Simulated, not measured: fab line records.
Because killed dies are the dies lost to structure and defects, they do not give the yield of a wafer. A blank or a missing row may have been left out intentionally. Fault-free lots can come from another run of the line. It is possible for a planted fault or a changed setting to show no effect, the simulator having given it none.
Check for tools in common -- flow nandHarc -- 5 lots and 15 wafers in the sample

== WHY THIS WAS OPENED ==
On 3 of the 5 lots, a flag is raised at NHARC_END_SORT_01 on the reading killedAtPeriphery. Fault-free wafers read 3.6, with a standard deviation of 2.1.
Rule: a lot is flagged in two cases, either no wafer of it has a number, or all its wafers with numbers fall more than 4 standard deviations from that mean. The rest of the lots are taken to be sound.

lot,measured,on,"killedAtPeriphery, wafer by wafer",flag
L762,day 28 10:52,prober-02,616 635 620,FLAGGED
L763,day 29 14:55,prober-01,650 653 652,FLAGGED
L764,day 30 00:46,prober-02,621 609 614,FLAGGED
L769,day 32 20:53,prober-01,3 3 3,
L771,day 33 05:17,prober-02,5 4 4,
Averaged over the flagged lots the numbers come to 630.0, +626.4 from the usual (+99 or more standard deviations).

== EACH LOT AND THE TOOL IT RAN ON ==
Before the reading, the record contains 3 process steps out of a 1302-step route. Read each cell as the tool, then ch plus the chambers that the sampled wafers visited, then the start.
lot,flag,NHARC_P_M1_PRE_CLEAN_32,NHARC_P_M2_DEGAS_29,NHARC_P_BONDPAD_DEP_00
L762,FLAGGED,"pecvd-01 ch 0,2, day 10 21:51","pvdSputter-03, day 11 00:23","pecvd-03 ch 0,1, day 11 02:32"
L763,FLAGGED,"pecvd-03 ch 0,1, day 11 06:49","pvdSputter-02, day 11 09:19","pecvd-01 ch 0,1, day 11 11:26"
L764,FLAGGED,"pecvd-03 ch 0,2, day 11 17:42","pvdSputter-03, day 11 20:24","pecvd-03 ch 0,1,2, day 11 22:33"
L769,,"pecvd-02 ch 0,1,2, day 14 00:32","pvdSputter-03, day 14 03:03","pecvd-02 ch 0,1,2, day 14 05:11"
L771,,"pecvd-02 ch 0,1,2, day 14 17:04","pvdSputter-02, day 14 19:39","pecvd-02 ch 0,2, day 14 21:48"
These steps, and what they do:
- NHARC_P_M1_PRE_CLEAN_32: time 12 s.
- NHARC_P_M2_DEGAS_29: time 60 s.
- NHARC_P_BONDPAD_DEP_00: deposits SiCN, target thk 250 nm.
- NHARC_END_SORT_01

== FLAGGED AGAINST TOTAL, ONE TOOL AT A TIME (gauges that did the reading follow at the end) ==
step,tool,lots run,flagged,share of the flagged lots,sound lots run after its first flagged lot
NHARC_P_M1_PRE_CLEAN_32,pecvd-01,1,1,some,0
NHARC_P_M1_PRE_CLEAN_32,pecvd-02,2,0,none,-
NHARC_P_M1_PRE_CLEAN_32,pecvd-03,2,2,some,0
NHARC_P_M2_DEGAS_29,pvdSputter-02,2,1,some,1 (L771)
NHARC_P_M2_DEGAS_29,pvdSputter-03,3,2,some,1 (L769)
NHARC_P_BONDPAD_DEP_00,pecvd-01,1,1,some,0
NHARC_P_BONDPAD_DEP_00,pecvd-02,2,0,none,-
NHARC_P_BONDPAD_DEP_00,pecvd-03,2,2,some,0
NHARC_END_SORT_01,prober-01,2,1,some,1 (L769)
NHARC_END_SORT_01,prober-02,3,2,some,1 (L771)

== WHAT IS ALLOWED BY THE TABLE ==
No row of the table ran every flagged lot.

== WHAT THE SIMULATOR HAD PUT IN ==
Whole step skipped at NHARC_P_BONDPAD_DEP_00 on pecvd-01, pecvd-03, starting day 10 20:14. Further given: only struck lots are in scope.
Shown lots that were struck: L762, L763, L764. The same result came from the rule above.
